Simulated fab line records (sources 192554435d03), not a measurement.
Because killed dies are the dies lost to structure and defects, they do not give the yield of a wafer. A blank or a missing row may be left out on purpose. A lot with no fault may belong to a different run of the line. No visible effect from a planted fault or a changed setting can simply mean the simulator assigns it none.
fab line records ; flow n5Finfet
[record] lots = 7; wafers = 21
route steps=1938 shown ZERO_LAYER@6 PMOS_HMC_CHANNEL_EPI@62
startH: hours from the record's opening day to when the first of the lot's shown wafers began ; waitH: time in hours since the lot's previous step ; " same as the row above ; L1.1+2: several wafers, shown together as one row ; - value missing, or start not given ; * or withheld: withheld ; < > ~ a bound
route shown NAME@n: names a module that has steps shown in the file, with the first one's number in the route ; usual: mean/standard deviation taken from wafers without a fault ; same: alike in all rows ; chamber/n: place in a boat ; sites: per-site readings ; _std_site: the standard deviation of these ; _edge_site: inner sites' mean taken away from outer sites' mean ; radiusMm: for every site, how far away it sits from the centre of the wafer ; mask NAME#n: copy n ; behind: the most recent tool/chamber to have shaped the wafer ; hold: reason for holding the lot/hours on hold/outcome of the hold ; device: which transistor (n, p or np) failed to switch ; end of line: the route-end tests of the same wafers ; step lacking rows: just its recipe ; killed: dies lost to structure and defects at the first sort, not the wafer's yield ; map: a wafer's dies, x killed, . not, _ none there
set.NAME: the setting that was run; set.NAME@STEP: the one run at that earlier step ; model.NAME: the simulator's own value behind a step, which no gauge read
lots run with intentionally changed settings; tables by step, rows by wafer
[[steps]]
[step N5_ZERO_LAYER_COAT_05]
[recipe] spinRpm = 1500; resistThkNm = 1000
lot.wafer;tool;chamber;startH;waitH;set.spinRpm;model.coat_of_ZERO_LAYER_COAT_05.thkNm
L074.1;lithoTrack-03;0;-;-;1500;1000
L074.2;lithoTrack-03;0;-;-;1500;996.4
L074.6;lithoTrack-03;0;-;-;1500;1002
L076.1;lithoTrack-01;0;-;-;1500;996.2
L076.2;lithoTrack-01;0;-;-;1409;1033
L076.3;lithoTrack-01;0;-;-;1409;1031
L082.1;lithoTrack-03;0;-;-;1500;1005
L082.4;lithoTrack-03;0;-;-;1500;1001
L082.6;lithoTrack-03;0;-;-;1500;1002
L087.4;lithoTrack-04;0;-;-;1500;996.5
L087.5;lithoTrack-04;0;-;-;1500;996.8
L087.6;lithoTrack-04;0;-;-;1610;965.8
L089.1;lithoTrack-01;0;-;-;1500;1004
L089.2+4;lithoTrack-01;0;-;-;1442;1023
L094.1;lithoTrack-03;0;-;-;1500;998.7
L094.3;lithoTrack-03;0;-;-;1608;963.8
L094.5;lithoTrack-03;0;-;-;1500;996.2
L095.2;lithoTrack-04;0;-;-;1500;1003
L095.4;lithoTrack-04;0;-;-;1500;1000
L095.6;lithoTrack-04;0;-;-;1500;998.7
[step N5_ZERO_LAYER_EXPOSE_08]
[recipe] maskId = ZERO; na = 0.55; sourceShape = conventional; sigmaOuter = 0.8; polarization = unpolarized; defocusNm = 0; targetCdNm = 2000; doseMj = 16.2
lot.wafer;tool;chamber;startH;waitH;mask;set.doseMj
L074.1+2+6;krfScanner-02;0;12.61;-;ZERO#0;16.2
L076.1+2;krfScanner-01;0;24.48;-;ZERO#0;15.2
L076.3;krfScanner-01;0;24.48;-;ZERO#0;16.2
L082.1+4+6;krfScanner-01;0;60.48;-;ZERO#0;16.2
L087.4;krfScanner-02;0;90.48;-;ZERO#0;17.06
L087.5+6;krfScanner-02;0;90.48;-;ZERO#0;16.2
L089.1+2;krfScanner-02;0;102.62;-;ZERO#0;16.2
L089.4;krfScanner-02;0;102.62;-;ZERO#0;17.1
L094.1+3+5;krfScanner-02;0;132.59;-;ZERO#0;16.2
L095.2+4;krfScanner-01;0;138.61;-;ZERO#0;16.2
L095.6;krfScanner-01;0;138.61;-;ZERO#0;15.26
[step N5_ZERO_LAYER_PEB_09]
[recipe] pebTempC = withheld; pebTimeS = *
[step N5_ZERO_LAYER_DEVELOP_10]
[recipe] developTimeS = 60; rinseLiquid = diw; dry = airSpin; devTempC = 21
[step N5_ZERO_LAYER_HARDBAKE_23]
[recipe] tempC = 130; timeS = 120
[step N5_ZERO_LAYER_CD_MEAS_11]
[recipe] targetCdNm = 2000; landingEnergyEv = 500; detector = seInlens
[usual] cdNm = 2000.1/1.3
lot.wafer;tool;chamber;startH;waitH;set.doseMj@ZERO_LAYER_EXPOSE_08;cdNm
L074.1;cdSem-02;0;12.78;-;16.2;1997.2
L074.2;cdSem-02;0;12.78;-;16.2;1998.5
L074.6;cdSem-02;0;12.78;-;16.2;1997.2
L076.1;cdSem-01;0;24.66;-;15.2;1987.9
L076.2;cdSem-01;0;24.66;-;15.2;1985.7
L076.3;cdSem-01;0;24.66;-;16.2;1999.5
L082.1;cdSem-02;0;60.66;-;16.2;1999.8
L082.4;cdSem-02;0;60.66;-;16.2;1998.9
L082.6;cdSem-02;0;60.66;-;16.2;1998.8
L087.4;cdSem-01;0;90.65;-;17.06;2008.3
L087.5;cdSem-01;0;90.65;-;16.2;2000.5
L087.6;cdSem-01;0;90.65;-;16.2;2000.0
L089.1;cdSem-02;0;102.79;-;16.2;1999.9
L089.2;cdSem-02;0;102.79;-;16.2;2000.7
L089.4;cdSem-02;0;102.79;-;17.1;2011.5
L094.1;cdSem-03;0;132.77;-;16.2;1999.5
L094.3;cdSem-03;0;132.77;-;16.2;1999.5
L094.5;cdSem-03;0;132.77;-;16.2;1998.4
L095.2;cdSem-02;0;138.78;-;16.2;2001.0
L095.4;cdSem-02;0;138.78;-;16.2;2000.2
L095.6;cdSem-02;0;138.78;-;15.26;1989.6
[step N5_ZERO_LAYER_DESCUM_16]
[recipe] chemistry = O2; timeS = 7.9; sourcePowerW = 50; biasPowerW = 20; pressureMtorr = 20; rfFrequencyHz = 2.712e+07; tempC = 40; o2FlowSccm = 225
lot.wafer;tool;chamber;startH;waitH;set.doseMj@ZERO_LAYER_EXPOSE_08;model.ZERO_LAYER.cdNm
L074.1+6;rieDiel-03;2,3;12.82;0.0;16.2;1997
L074.2;rieDiel-03;1;12.82;0.0;16.2;1998
L076.1;rieDiel-04;3;24.70;0.0;15.2;1988
L076.2;rieDiel-04;1;24.70;0.0;15.2;1986
L076.3;rieDiel-04;0;24.70;0.0;16.2;2000
L082.1;rieDiel-04;0;60.70;0.0;16.2;2000
L082.4+6;rieDiel-04;3,1;60.70;0.0;16.2;1999
L087.4;rieDiel-03;0;90.68;0.0;17.06;2008
L087.5+6;rieDiel-03;2,1;90.68;0.0;16.2;2000
L089.1;rieDiel-06;0;102.83;0.0;16.2;2000
L089.2;rieDiel-06;3;102.83;0.0;16.2;2001
L089.4;rieDiel-06;1;102.83;0.0;17.1;2011
L094.1+3;rieDiel-04;2,0;133.04;0.3;16.2;2000
L094.5;rieDiel-04;2;133.04;0.3;16.2;1998
L095.2;rieDiel-03;2;138.84;0.1;16.2;-
L095.4;rieDiel-03;0;138.84;0.1;16.2;2000
L095.6;rieDiel-03;0;138.84;0.1;15.26;1990
[step N5_ZERO_LAYER_ETCH_17]
[recipe] chemistry = CF4; target = SiO2; targetDepthA = 120; timeS = 13.3; ionEnergyEv = 350; pressureMtorr = 40; sourceW = 450; biasW = 215; Ar_flow_sccm = 100; cf4FlowSccm = 100
[step N5_ZERO_LAYER_ETCH_18]
[recipe] chemistry = HBr/Cl2; target = Si; targetDepthA = 1200; timeS = 40; pressureMtorr = 10; icpW = 800; biasW = 75; HBr_flow_sccm = 150; Cl2_flow_sccm = 80
lot.wafer;tool;chamber;startH;waitH;set.spinRpm@ZERO_LAYER_COAT_05;model.coat_of_ZERO_LAYER_COAT_05.thkNm
L074.1;rieSi-03;2;12.93;0.0;1500;930.8
L074.2;rieSi-03;0;12.93;0.0;1500;926.8
L074.6;rieSi-03;3;12.93;0.0;1500;931.6
L076.1;rieSi-03;2;24.80;0.0;1500;926.4
L076.2;rieSi-03;3;24.80;0.0;1409;963.2
L076.3;rieSi-03;0;24.80;0.0;1409;960.8
L082.1;rieSi-04;1;60.81;0.1;1500;935
L082.4;rieSi-04;2;60.81;0.1;1500;931.5
L082.6;rieSi-04;0;60.81;0.1;1500;932.7
L087.4;rieSi-04;1;90.79;0.0;1500;927.6
L087.5;rieSi-04;1;90.79;0.0;1500;928.3
L087.6;rieSi-04;2;90.79;0.0;1610;896.8
L089.1;rieSi-06;2;102.94;0.0;1500;933.5
L089.2;rieSi-06;3;102.94;0.0;1442;953.9
L089.4;rieSi-06;1;102.94;0.0;1442;953
L094.1;rieSi-06;2;133.15;0.0;1500;929
L094.3;rieSi-06;0;133.15;0.0;1608;893.6
L094.5;rieSi-06;3;133.15;0.0;1500;926.6
L095.2;rieSi-04;0;138.94;0.0;1500;934.1
L095.4;rieSi-04;2;138.94;0.0;1500;930.6
L095.6;rieSi-04;0;138.94;0.0;1500;929.5
[step N5_ZERO_LAYER_STRIP_24]
[recipe] chemistry = O2; powerW = 1000; tempC = 250; overashFraction = 0.3; pressureMtorr = 1000; o2FlowSccm = 6750
[usual] stripTimeToEndpointS = 43.87/0.097
lot.wafer;tool;chamber;startH;waitH;set.spinRpm@ZERO_LAYER_COAT_05;stripTimeToEndpointS
L074.1;plasmaAsher-01;0;13.04;0.1;1500;43.86
L074.2;plasmaAsher-01;1;13.04;0.1;1500;43.74
L074.6;plasmaAsher-01;1;13.04;0.1;1500;43.87
L076.1;plasmaAsher-02;1;24.91;0.1;1500;43.71
L076.2;plasmaAsher-02;0;24.91;0.1;1409;44.81
L076.3;plasmaAsher-02;0;24.91;0.1;1409;44.76
L082.1;plasmaAsher-02;0;60.92;0.1;1500;44.00
L082.4;plasmaAsher-02;0;60.92;0.1;1500;43.88
L082.6;plasmaAsher-02;0;60.92;0.1;1500;43.92
L087.4;plasmaAsher-01;1;91.01;0.2;1500;43.77
L087.5;plasmaAsher-01;0;91.01;0.2;1500;43.79
L087.6;plasmaAsher-01;1;91.01;0.2;1610;42.84
L089.1;plasmaAsher-02;0;103.04;0.1;1500;43.95
L089.2;plasmaAsher-02;1;103.04;0.1;1442;44.55
L089.4;plasmaAsher-02;0;103.04;0.1;1442;44.53
L094.1;plasmaAsher-01;1;133.25;0.1;1500;43.80
L094.3;plasmaAsher-01;0;133.25;0.1;1608;42.73
L094.5;plasmaAsher-01;1;133.25;0.1;1500;43.73
L095.2;plasmaAsher-01;0;139.05;0.1;1500;43.95
L095.4;plasmaAsher-01;1;139.05;0.1;1500;43.85
L095.6;plasmaAsher-01;1;139.05;0.1;1500;43.81
[step N5_PMOS_HMC_CHANNEL_EPI_EXPOSE_06]
[recipe] maskId = PMOS_HMC_BLK; na = 1.35; sourceShape = conventional; sigmaOuter = 0.8; polarization = unpolarized; targetCdNm = 240; doseMj = 41
lot.wafer;tool;chamber;startH;waitH;mask;set.doseMj
L074.1+2+6;arfiScanner-01;0;16.92;-;PMOS_HMC_BLK#0;42.82
L076.1+2+3;arfiScanner-03;0;29.10;-;PMOS_HMC_BLK#0;38.5
L082.1+4+6;arfiScanner-03;0;64.96;-;PMOS_HMC_BLK#0;41
L087.4+5+6;arfiScanner-01;0;95.48;-;PMOS_HMC_BLK#0;41
L089.1;arfiScanner-03;0;107.78;-;PMOS_HMC_BLK#0;42.92
L089.2+4;arfiScanner-03;0;107.78;-;PMOS_HMC_BLK#0;41
L094.1;arfiScanner-01;0;137.48;-;PMOS_HMC_BLK#0;42.58
L094.3+5;arfiScanner-01;0;137.48;-;PMOS_HMC_BLK#0;41
L095.2+6;arfiScanner-02;0;142.92;-;PMOS_HMC_BLK#0;41
L095.4;arfiScanner-02;0;142.92;-;PMOS_HMC_BLK#0;43.85
[step N5_PMOS_HMC_CHANNEL_EPI_PEB_07]
[recipe] pebTempC = 110; pebTimeS = 60; resist = CAR-ArF-block
lot.wafer;tool;chamber;startH;waitH;set.pebTimeS
L074.1;lithoTrack-01;0;16.98;0.1;60
L074.2+6;lithoTrack-01;0;16.98;0.1;53.9
L076.1+2;lithoTrack-02;0;29.16;0.1;60
L076.3;lithoTrack-02;0;29.16;0.1;52.93
L082.1+4+6;lithoTrack-03;0;65.02;0.1;60
L087.4;lithoTrack-03;0;95.52;0.0;60
L087.5+6;lithoTrack-03;0;95.52;0.0;63.59
L089.1+2;lithoTrack-02;0;107.84;0.1;60
L089.4;lithoTrack-02;0;107.84;0.1;64.19
L094.1;lithoTrack-01;0;137.54;0.1;71.68
L094.3+5;lithoTrack-01;0;137.54;0.1;60
L095.2+6;lithoTrack-01;0;142.98;0.0;50.7
L095.4;lithoTrack-01;0;142.98;0.0;60
[step N5_PMOS_HMC_CHANNEL_EPI_DEVELOP_08]
[recipe] developTimeS = 30; developer = TMAH; resist = CAR-ArF-block; devTempC = 23; rinseLiquid = diw; dry = airSpin
[step N5_PMOS_HMC_CHANNEL_EPI_CD_MEAS_09]
[recipe] targetCdNm = 237.4; landingEnergyEv = 500; detector = seInlens
[usual] cdNm = 237.3/0.72
lot.wafer;tool;chamber;startH;waitH;set.doseMj@PMOS_HMC_CHANNEL_EPI_EXPOSE_06;set.pebTimeS@PMOS_HMC_CHANNEL_EPI_PEB_07;cdNm
L074.1;cdSem-03;0;17.04;-;42.82;60;240.8
L074.2;cdSem-03;0;17.04;-;42.82;53.9;235.2
L074.6;cdSem-03;0;17.04;-;42.82;53.9;236.3
L076.1;cdSem-01;0;29.23;-;38.5;60;232.5
L076.2;cdSem-01;0;29.23;-;38.5;60;232.6
L076.3;cdSem-01;0;29.23;-;38.5;52.93;227.7
L082.1;cdSem-02;0;65.09;-;41;60;236.5
L082.4;cdSem-02;0;65.09;-;41;60;236.9
L082.6;cdSem-02;0;65.09;-;41;60;238.5
L087.4;cdSem-02;0;95.59;-;41;60;237.3
L087.5;cdSem-02;0;95.59;-;41;63.59;239.5
L087.6;cdSem-02;0;95.59;-;41;63.59;238.9
L089.1;cdSem-01;0;107.91;-;42.92;60;241.1
L089.2;cdSem-01;0;107.91;-;41;60;237.6
L089.4;cdSem-01;0;107.91;-;41;64.19;239.6
L094.1;cdSem-03;0;137.60;-;42.58;71.68;246.7
L094.3;cdSem-03;0;137.60;-;41;60;238.1
L094.5;cdSem-03;0;137.60;-;41;60;237.6
L095.2;cdSem-03;0;143.04;-;41;50.7;229.2
L095.4;cdSem-03;0;143.04;-;43.85;60;243.2
L095.6;cdSem-03;0;143.04;-;41;50.7;229.6
[step N5_PMOS_HMC_CHANNEL_EPI_DESCUM_14]
[recipe] chemistry = O2; timeS = 7.9; sourcePowerW = 50; biasPowerW = 20; pressureMtorr = 20; rfFrequencyHz = 2.712e+07; tempC = 40; resist = CAR-ArF-block; o2FlowSccm = 225
lot.wafer;tool;chamber;startH;waitH;set.doseMj@PMOS_HMC_CHANNEL_EPI_EXPOSE_06;set.pebTimeS@PMOS_HMC_CHANNEL_EPI_PEB_07;model.PMOS_HMC_CHANNEL_EPI.cdNm
L074.1;rieDiel-06;1;17.13;0.0;42.82;60;240.6
L074.2;rieDiel-06;2;17.13;0.0;42.82;53.9;235.4
L074.6;rieDiel-06;1;17.13;0.0;42.82;53.9;236.2
L076.1;rieDiel-06;1;29.32;0.0;38.5;60;232.4
L076.2;rieDiel-06;2;29.32;0.0;38.5;60;232.6
L076.3;rieDiel-06;0;29.32;0.0;38.5;52.93;227.2
L082.1;rieDiel-04;1;65.21;0.1;41;60;236.8
L082.4;rieDiel-04;3;65.21;0.1;41;60;237
L082.6;rieDiel-04;0;65.21;0.1;41;60;238.6
L087.4;rieDiel-04;2;95.67;0.0;41;60;237.5
L087.5;rieDiel-04;1;95.67;0.0;41;63.59;239.5
L087.6;rieDiel-04;2;95.67;0.0;41;63.59;239.2
L089.1;rieDiel-04;3;108.68;0.7;42.92;60;240.8
L089.2;rieDiel-04;2;108.68;0.7;41;60;237.7
L089.4;rieDiel-04;0;108.68;0.7;41;64.19;239.8
L094.1;rieDiel-03;1;137.69;0.0;42.58;71.68;246.9
L094.3;rieDiel-03;3;137.69;0.0;41;60;238.2
L094.5;rieDiel-03;1;137.69;0.0;41;60;237.7
L095.2;rieDiel-04;1;143.13;0.0;41;50.7;229
L095.4;rieDiel-04;2;143.13;0.0;43.85;60;242.9
L095.6;rieDiel-04;3;143.13;0.0;41;50.7;229.7
[step N5_PMOS_HMC_CHANNEL_EPI_ETCH_32]
[recipe] chemistry = N2/H2; target = BARC; stopOn = SiO2; targetDepthA = 858; overEtchFrac = 0.3; timeS = 50.3; ionEnergyEv = 200; maskMaterial = CAR-ArF-block; pressureMtorr = 30; sourceW = 840; biasW = 150; n2FlowSccm = 200; h2FlowSccm = 200
lot.wafer;tool;chamber;startH;waitH;set.doseMj@PMOS_HMC_CHANNEL_EPI_EXPOSE_06;set.pebTimeS@PMOS_HMC_CHANNEL_EPI_PEB_07;model.PMOS_HMC_CHANNEL_EPI.cdNm
L074.1;rieDiel-06;1;17.17;0.0;42.82;60;242.6
L074.2;rieDiel-06;2;17.17;0.0;42.82;53.9;237.3
L074.6;rieDiel-06;1;17.17;0.0;42.82;53.9;238.5
L076.1;rieDiel-06;1;29.35;0.0;38.5;60;234.4
L076.2;rieDiel-06;2;29.35;0.0;38.5;60;234.3
L076.3;rieDiel-06;0;29.35;0.0;38.5;52.93;229.6
L082.1;rieDiel-04;1;65.24;0.0;41;60;239.2
L082.4;rieDiel-04;3;65.24;0.0;41;60;239.3
L082.6;rieDiel-04;0;65.24;0.0;41;60;241
L087.4;rieDiel-04;2;95.71;0.0;41;60;240.6
L087.5;rieDiel-04;1;95.71;0.0;41;63.59;242.7
L087.6;rieDiel-04;2;95.71;0.0;41;63.59;242.5
L089.1;rieDiel-04;3;108.71;0.0;42.92;60;244.3
L089.2;rieDiel-04;2;108.71;0.0;41;60;241
L089.4;rieDiel-04;0;108.71;0.0;41;64.19;242.8
L094.1;rieDiel-03;1;137.73;0.0;42.58;71.68;249.3
L094.3;rieDiel-03;3;137.73;0.0;41;60;241.2
L094.5;rieDiel-03;1;137.73;0.0;41;60;240.4
L095.2;rieDiel-04;1;143.17;0.0;41;50.7;231.6
L095.4;rieDiel-04;2;143.17;0.0;43.85;60;245.4
L095.6;rieDiel-04;3;143.17;0.0;41;50.7;232.7
[step N5_PMOS_HMC_CHANNEL_EPI_HM_OPEN_15]
[recipe] chemistry = CHF3/O2; target = SiO2; maskMaterial = CAR-ArF-block; targetDepthA = 406; CHF3_flow_sccm = 50; O2_flow_sccm = 5; Ar_flow_sccm = 200; timeS = 20.3; pressureMtorr = 30; sourceW = 650; biasW = 170; ionEnergyEv = 200
lot.wafer;tool;chamber;startH;waitH;set.doseMj@PMOS_HMC_CHANNEL_EPI_EXPOSE_06;set.pebTimeS@PMOS_HMC_CHANNEL_EPI_PEB_07;model.PMOS_HMC_CHANNEL_EPI.cdNm
L074.1;rieDiel-06;1;17.21;0.0;42.82;60;242.5
L074.2;rieDiel-06;2;17.21;0.0;42.82;53.9;237.3
L074.6;rieDiel-06;1;17.21;0.0;42.82;53.9;238.4
L076.1+2;rieDiel-06;1,2;29.39;0.0;38.5;60;234.3
L076.3;rieDiel-06;0;29.39;0.0;38.5;52.93;229.5
L082.1;rieDiel-04;1;65.28;0.0;41;60;239.1
L082.4;rieDiel-04;3;65.28;0.0;41;60;239.3
L082.6;rieDiel-04;0;65.28;0.0;41;60;241
L087.4;rieDiel-04;2;95.75;0.0;41;60;240.6
L087.5;rieDiel-04;1;95.75;0.0;41;63.59;242.7
L087.6;rieDiel-04;2;95.75;0.0;41;63.59;242.6
L089.1;rieDiel-04;1;108.75;0.0;42.92;60;244.3
L089.2;rieDiel-04;2;108.75;0.0;41;60;241.1
L089.4;rieDiel-04;0;108.75;0.0;41;64.19;242.8
L094.1;rieDiel-03;1;137.77;0.0;42.58;71.68;249.2
L094.3;rieDiel-03;3;137.77;0.0;41;60;241.2
L094.5;rieDiel-03;1;137.77;0.0;41;60;240.4
L095.2;rieDiel-04;1;143.21;0.0;41;50.7;231.6
L095.4;rieDiel-04;2;143.21;0.0;43.85;60;245.4
L095.6;rieDiel-04;3;143.21;0.0;41;50.7;232.7
[step N5_PMOS_HMC_CHANNEL_EPI_STRIP_33]
[recipe] chemistry = N2/H2; powerW = 500; tempC = 40; pressureMtorr = 50; rfFrequencyHz = 6e+07; overashFraction = 0.3; biasPowerW = 8; h2Frac = 0.5; n2FlowSccm = 300; h2FlowSccm = 300
[step N5_PMOS_HMC_CHANNEL_EPI_STRIP_17]
[recipe] chemistry = SPM; timeS = 750; tempC = 130; h2so4H2o2VolRatio = 4; dry = ipaMarangoni
[step N5_PMOS_HMC_CHANNEL_EPI_ETCH_38]
[recipe] chemistry = CF4; target = SiO2; targetDepthA = 15; ionEnergyEv = 350; pressureMtorr = 10; icpW = 800; biasW = 400; cf4FlowSccm = 80
lot.wafer;tool;chamber;startH;waitH;set.doseMj@PMOS_HMC_CHANNEL_EPI_EXPOSE_06;set.pebTimeS@PMOS_HMC_CHANNEL_EPI_PEB_07;model.PMOS_HMC_CHANNEL_EPI.cdNm
L074.1;rieSi-01;3;17.57;0.0;42.82;60;242.4
L074.2;rieSi-01;0;17.57;0.0;42.82;53.9;237.2
L074.6;rieSi-01;2;17.57;0.0;42.82;53.9;238.4
L076.1+2;rieSi-02;0,3;29.75;0.0;38.5;60;234.2
L076.3;rieSi-02;2;29.75;0.0;38.5;52.93;229.5
L082.1;rieSi-02;0;65.86;0.0;41;60;239
L082.4;rieSi-02;3;65.86;0.0;41;60;239.2
L082.6;rieSi-02;1;65.86;0.0;41;60;241
L087.4;rieSi-02;3;96.11;0.0;41;60;240.6
L087.5;rieSi-02;1;96.11;0.0;41;63.59;242.6
L087.6;rieSi-02;0;96.11;0.0;41;63.59;242.5
L089.1;rieSi-02;0;109.32;0.0;42.92;60;244.2
L089.2;rieSi-02;1;109.32;0.0;41;60;241.1
L089.4;rieSi-02;3;109.32;0.0;41;64.19;242.7
L094.1;rieSi-02;1;138.13;0.0;42.58;71.68;249.2
L094.3;rieSi-02;3;138.13;0.0;41;60;241.1
L094.5;rieSi-02;3;138.13;0.0;41;60;240.3
L095.2;rieSi-01;3;143.81;0.0;41;50.7;231.6
L095.4;rieSi-01;0;143.81;0.0;43.85;60;245.3
L095.6;rieSi-01;2;143.81;0.0;41;50.7;232.6
[step N5_PMOS_HMC_CHANNEL_EPI_FIN_RECESS_16]
[recipe] chemistry = HBr/Cl2; target = Si; maskMaterial = SiO2; targetDepthA = 540; timeS = 18; pressureMtorr = 10; icpW = 800; biasW = 75; HBr_flow_sccm = 150; Cl2_flow_sccm = 80
lot.wafer;tool;chamber;startH;waitH;set.doseMj@PMOS_HMC_CHANNEL_EPI_EXPOSE_06;set.pebTimeS@PMOS_HMC_CHANNEL_EPI_PEB_07;model.PMOS_HMC_CHANNEL_EPI.cdNm
L074.1;rieSi-01;3;17.59;0.0;42.82;60;242.4
L074.2;rieSi-01;0;17.59;0.0;42.82;53.9;237.2
L074.6;rieSi-01;2;17.59;0.0;42.82;53.9;238.4
L076.1+2;rieSi-02;0,3;29.77;0.0;38.5;60;234.2
L076.3;rieSi-02;2;29.77;0.0;38.5;52.93;229.5
L082.1;rieSi-02;0;65.88;0.0;41;60;239
L082.4;rieSi-02;3;65.88;0.0;41;60;239.2
L082.6;rieSi-02;1;65.88;0.0;41;60;240.9
L087.4;rieSi-02;3;96.13;0.0;41;60;240.6
L087.5;rieSi-02;1;96.13;0.0;41;63.59;242.6
L087.6;rieSi-02;0;96.13;0.0;41;63.59;242.5
L089.1;rieSi-02;0;109.34;0.0;42.92;60;244.2
L089.2;rieSi-02;1;109.34;0.0;41;60;241.1
L089.4;rieSi-02;3;109.34;0.0;41;64.19;242.7
L094.1;rieSi-02;1;138.15;0.0;42.58;71.68;249.2
L094.3;rieSi-02;3;138.15;0.0;41;60;241.1
L094.5;rieSi-02;3;138.15;0.0;41;60;240.3
L095.2;rieSi-01;3;143.83;0.0;41;50.7;231.6
L095.4;rieSi-01;0;143.83;0.0;43.85;60;245.3
L095.6;rieSi-01;2;143.83;0.0;41;50.7;232.6
[[key]]
[split] step = N5_ZERO_LAYER_COAT_05; setting = spinRpm; stated = 1500; by = wafer
[response] step = N5_ZERO_LAYER_COAT_05; reading = model.coat_of_ZERO_LAYER_COAT_05.thkNm; change = -4.85; per = 1%; r = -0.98
[response] step = N5_ZERO_LAYER_ETCH_18; reading = model.coat_of_ZERO_LAYER_COAT_05.thkNm; change = -4.88; per = 1%; r = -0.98
[response] step = N5_ZERO_LAYER_STRIP_24; reading = stripTimeToEndpointS; change = *; per = 1%; r = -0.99
[split] step = N5_ZERO_LAYER_EXPOSE_08; setting = doseMj; stated = 16.2; by = wafer
[response] step = N5_ZERO_LAYER_CD_MEAS_11; reading = cdNm; change = +1.89; per = 1%; r = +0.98
[response] step = N5_ZERO_LAYER_DESCUM_16; reading = model.ZERO_LAYER.cdNm; change = +1.89; per = 1%; r = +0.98
[split] step = N5_PMOS_HMC_CHANNEL_EPI_EXPOSE_06; setting = doseMj; stated = 41; by = wafer
[response] step = N5_PMOS_HMC_CHANNEL_EPI_CD_MEAS_09; reading = cdNm; slope = +0.939; per = 1%; togetherWith = pebTimeS@PMOS_HMC_CHANNEL_EPI_PEB_07; explained = 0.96
[response] step = N5_PMOS_HMC_CHANNEL_EPI_DESCUM_14; reading = model.PMOS_HMC_CHANNEL_EPI.cdNm; slope = +0.872; per = 1%; togetherWith = pebTimeS@PMOS_HMC_CHANNEL_EPI_PEB_07; explained = 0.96
[response] step = N5_PMOS_HMC_CHANNEL_EPI_ETCH_32; reading = model.PMOS_HMC_CHANNEL_EPI.cdNm; slope = +0.907; per = 1%; togetherWith = pebTimeS@PMOS_HMC_CHANNEL_EPI_PEB_07; explained = 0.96
[response] step = N5_PMOS_HMC_CHANNEL_EPI_HM_OPEN_15; reading = model.PMOS_HMC_CHANNEL_EPI.cdNm; slope = +0.901; per = 1%; togetherWith = pebTimeS@PMOS_HMC_CHANNEL_EPI_PEB_07; explained = 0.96
[response] step = N5_PMOS_HMC_CHANNEL_EPI_ETCH_38; reading = model.PMOS_HMC_CHANNEL_EPI.cdNm; slope = +0.898; per = 1%; togetherWith = pebTimeS@PMOS_HMC_CHANNEL_EPI_PEB_07; explained = 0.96
[response] step = N5_PMOS_HMC_CHANNEL_EPI_FIN_RECESS_16; reading = model.PMOS_HMC_CHANNEL_EPI.cdNm; slope = +0.896; per = 1%; togetherWith = pebTimeS@PMOS_HMC_CHANNEL_EPI_PEB_07; explained = 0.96
[split] step = N5_PMOS_HMC_CHANNEL_EPI_PEB_07; setting = pebTimeS; stated = 60; by = wafer
[response] step = N5_PMOS_HMC_CHANNEL_EPI_CD_MEAS_09; reading = cdNm; change = +0.537; per = 1%; r = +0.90
[response] step = N5_PMOS_HMC_CHANNEL_EPI_DESCUM_14; reading = model.PMOS_HMC_CHANNEL_EPI.cdNm; change = +0.54; per = 1%; r = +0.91
[response] step = N5_PMOS_HMC_CHANNEL_EPI_ETCH_32; reading = model.PMOS_HMC_CHANNEL_EPI.cdNm; change = +0.515; per = 1%; r = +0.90
[response] step = N5_PMOS_HMC_CHANNEL_EPI_ETCH_38; reading = model.PMOS_HMC_CHANNEL_EPI.cdNm; change = +0.513; per = 1%; r = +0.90
[response] step = N5_PMOS_HMC_CHANNEL_EPI_HM_OPEN_15; reading = model.PMOS_HMC_CHANNEL_EPI.cdNm; slope = +0.357; per = 1%; togetherWith = doseMj@PMOS_HMC_CHANNEL_EPI_EXPOSE_06; explained = 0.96
[response] step = N5_PMOS_HMC_CHANNEL_EPI_FIN_RECESS_16; reading = model.PMOS_HMC_CHANNEL_EPI.cdNm; slope = +0.357; per = 1%; togetherWith = doseMj@PMOS_HMC_CHANNEL_EPI_EXPOSE_06; explained = 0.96
